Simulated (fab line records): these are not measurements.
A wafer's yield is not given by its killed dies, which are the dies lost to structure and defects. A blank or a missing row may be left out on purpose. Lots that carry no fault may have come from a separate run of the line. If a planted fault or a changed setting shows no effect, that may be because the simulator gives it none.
Matching of chambers / flow n5Finfet / N5_MOL_CONTACT_COAG_STRIP_72 on rieDiel-05 has 4 sister chambers
The step strips in N2/H2. 18 wafers are shown with their chamber, then 9 later ones without.

WAFERS PAIRED WITH THEIR CHAMBERS
wafer=L074.1; chamber=0; showerheadPlenumPTorr (Torr)=2.52; drypumpMotorCurrentA (A)=5.4; throttleValvePct (%)=23.91
wafer=L074.4; chamber=3; showerheadPlenumPTorr (Torr)=2.71; drypumpMotorCurrentA (A)=4.9; throttleValvePct (%)=23.89
wafer=L074.6; chamber=1; showerheadPlenumPTorr (Torr)=2.60; drypumpMotorCurrentA (A)=5.5; throttleValvePct (%)=24.08
wafer=L076.1; chamber=3; showerheadPlenumPTorr (Torr)=2.71; drypumpMotorCurrentA (A)=4.9; throttleValvePct (%)=23.91
wafer=L076.2; chamber=2; showerheadPlenumPTorr (Torr)=2.35; drypumpMotorCurrentA (A)=5.9; throttleValvePct (%)=24.13
wafer=L076.4; chamber=0; showerheadPlenumPTorr (Torr)=2.51; drypumpMotorCurrentA (A)=5.4; throttleValvePct (%)=23.89
wafer=L081.2; chamber=3; showerheadPlenumPTorr (Torr)=2.71; drypumpMotorCurrentA (A)=4.9; throttleValvePct (%)=23.90
wafer=L081.4; chamber=0; showerheadPlenumPTorr (Torr)=2.51; drypumpMotorCurrentA (A)=5.4; throttleValvePct (%)=23.93
wafer=L081.5; chamber=2; showerheadPlenumPTorr (Torr)=2.34; drypumpMotorCurrentA (A)=5.8; throttleValvePct (%)=24.18
wafer=L082.1; chamber=1; showerheadPlenumPTorr (Torr)=2.59; drypumpMotorCurrentA (A)=5.5; throttleValvePct (%)=24.06
wafer=L082.2; chamber=0; showerheadPlenumPTorr (Torr)=2.51; drypumpMotorCurrentA (A)=5.4; throttleValvePct (%)=23.93
wafer=L082.4; chamber=2; showerheadPlenumPTorr (Torr)=2.34; drypumpMotorCurrentA (A)=5.8; throttleValvePct (%)=24.16
wafer=L083.1; chamber=2; showerheadPlenumPTorr (Torr)=2.34; drypumpMotorCurrentA (A)=5.8; throttleValvePct (%)=24.18
wafer=L083.3; chamber=0; showerheadPlenumPTorr (Torr)=2.51; drypumpMotorCurrentA (A)=5.5; throttleValvePct (%)=23.95
wafer=L083.5; chamber=2; showerheadPlenumPTorr (Torr)=2.34; drypumpMotorCurrentA (A)=5.9; throttleValvePct (%)=24.19
wafer=L085.2; chamber=3; showerheadPlenumPTorr (Torr)=2.70; drypumpMotorCurrentA (A)=4.9; throttleValvePct (%)=23.86
wafer=L085.5; chamber=0; showerheadPlenumPTorr (Torr)=2.50; drypumpMotorCurrentA (A)=5.5; throttleValvePct (%)=23.93
wafer=L085.6; chamber=3; showerheadPlenumPTorr (Torr)=2.70; drypumpMotorCurrentA (A)=4.9; throttleValvePct (%)=23.93

SIGNATURES (averages over the wafers above)
reading=showerheadPlenumPTorr; chamber 0=2.5100; chamber 1=2.5950; chamber 2=2.3420; chamber 3=2.7060; scatter within a chamber=0.00567
reading=drypumpMotorCurrentA; chamber 0=5.433; chamber 1=5.500; chamber 2=5.840; chamber 3=4.900; scatter within a chamber=0.0425
reading=throttleValvePct; chamber 0=23.9233; chamber 1=24.0700; chamber 2=24.1680; chamber 3=23.8980; scatter within a chamber=0.0228
Rule: a wafer lies at a distance from a chamber equal to the root of the sum of squares, over the readings, of (its reading less the chamber's mean, divided by the reading's scatter). If the next closest chamber is less than 2 further off than the closest, the wafer can't be placed; otherwise it belongs to the closest. The scatter is the square root of a quotient: the sum, over the shown wafers, of each reading's squared deviation from its chamber's mean, divided by wafers minus chambers.

WAFERS WHOSE CHAMBER IS MISSING
wafer=L088.1; showerheadPlenumPTorr (Torr)=2.34; drypumpMotorCurrentA (A)=5.9; throttleValvePct (%)=24.19
wafer=L088.2; showerheadPlenumPTorr (Torr)=2.58; drypumpMotorCurrentA (A)=5.5; throttleValvePct (%)=24.11
wafer=L088.4; showerheadPlenumPTorr (Torr)=2.50; drypumpMotorCurrentA (A)=5.4; throttleValvePct (%)=23.97
wafer=L090.1; showerheadPlenumPTorr (Torr)=2.70; drypumpMotorCurrentA (A)=4.9; throttleValvePct (%)=23.96
wafer=L090.4; showerheadPlenumPTorr (Torr)=2.50; drypumpMotorCurrentA (A)=5.4; throttleValvePct (%)=23.96
wafer=L090.6; showerheadPlenumPTorr (Torr)=2.58; drypumpMotorCurrentA (A)=5.5; throttleValvePct (%)=24.07
wafer=L092.1; showerheadPlenumPTorr (Torr)=2.50; drypumpMotorCurrentA (A)=5.4; throttleValvePct (%)=23.94
wafer=L092.2; showerheadPlenumPTorr (Torr)=2.58; drypumpMotorCurrentA (A)=5.5; throttleValvePct (%)=24.04
wafer=L092.3; showerheadPlenumPTorr (Torr)=2.70; drypumpMotorCurrentA (A)=4.9; throttleValvePct (%)=23.94

WHICH CHAMBER EACH ONE RAN IN
wafer=L088.1; from the rows above=2; in truth=2
wafer=L088.2; from the rows above=1; in truth=1
wafer=L088.4; from the rows above=0; in truth=0
wafer=L090.1; from the rows above=3; in truth=3
wafer=L090.4; from the rows above=0; in truth=0
wafer=L090.6; from the rows above=1; in truth=1
wafer=L092.1; from the rows above=0; in truth=0
wafer=L092.2; from the rows above=1; in truth=1
wafer=L092.3; from the rows above=3; in truth=3
Correctly placed: 9 of 9. Left unplaced by these rows: 0. Placed wrongly: 0.
